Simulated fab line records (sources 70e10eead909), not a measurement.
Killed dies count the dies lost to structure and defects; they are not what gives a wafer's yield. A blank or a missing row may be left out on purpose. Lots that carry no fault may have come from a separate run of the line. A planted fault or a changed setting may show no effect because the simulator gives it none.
What tool caused it? | flow nand-harc | 21 wafers from 7 lots sampled at 3 of the route's 1159 steps

WHAT EACH GAUGE READ, for each wafer
NHARC_THIN_TSV_CD_MEAS_16.
lot  | measured     | on        | cd-nm (nm)
L956 | day 19 00:59 | cd-sem-02 | 1004.3 1000.8 1001.2
L960 | day 20 07:57 | cd-sem-02 | 996.6 1001.5 997.8
L965 | day 21 12:17 | cd-sem-02 | 1000.8 999.4 999.2
L971 | day 22 15:59 | cd-sem-02 | 1000.8 1000.0 1000.7
L972 | day 22 20:20 | cd-sem-01 | 999.3 1000.9 1000.7
L974 | day 23 15:37 | cd-sem-02 | 1002.3 1002.7 999.0
L977 | day 24 02:24 | cd-sem-02 | 1001.3 999.1 1001.9

WHICH TOOL RAN EACH LOT (tool, then ch and the chambers of the sampled wafers, then the start)
lot  | NHARC_P_CONTACT_PRE_CLEAN_39 | NHARC_THIN_TSV_DESCUM_14
L956 | pvd-sputter-03, day 6 07:11  | rie-diel-07 ch 1,2, day 19 00:02
L960 | pvd-sputter-02, day 7 03:52  | rie-diel-12 ch 1,3, day 20 06:59
L965 | pvd-sputter-03, day 8 23:07  | rie-diel-01 ch 0,1, day 21 11:29
L971 | pvd-sputter-02, day 9 18:38  | rie-diel-12 ch 0,1,2, day 22 15:12
L972 | pvd-sputter-01, day 10 08:04 | rie-diel-07 ch 2,3, day 22 19:32
L974 | pvd-sputter-01, day 10 17:14 | rie-diel-12 ch 0,1, day 23 14:48
L977 | pvd-sputter-02, day 11 09:49 | rie-diel-01 ch 0,2,3, day 24 01:36
- NHARC_P_CONTACT_PRE_CLEAN_39: time 19.5 s.
- NHARC_THIN_TSV_DESCUM_14: chemistry O2, time 3 s.

THE ANSWER, worked out from the rows above alone
Rule: the lots themselves supply what counts as usual. Put in order of their means at a reading, lots are off if they are a third of the lots or fewer, leave a main group of 4 or more, and stand apart from it by a gap of 3 or more times the standard deviation of the main group's means; of several such gaps the widest counts. The tables above print the reading to a certain number of digits; a main group whose means all agree to those digits is not used. A lot without any number at a reading at which 4 lots or more have one is off too. Any other lot the step has rows for is counted as sound.
Across all readings shown, no lot is off: no conclusion can be drawn from this.

WHAT THE SIMULATOR HAD PUT IN
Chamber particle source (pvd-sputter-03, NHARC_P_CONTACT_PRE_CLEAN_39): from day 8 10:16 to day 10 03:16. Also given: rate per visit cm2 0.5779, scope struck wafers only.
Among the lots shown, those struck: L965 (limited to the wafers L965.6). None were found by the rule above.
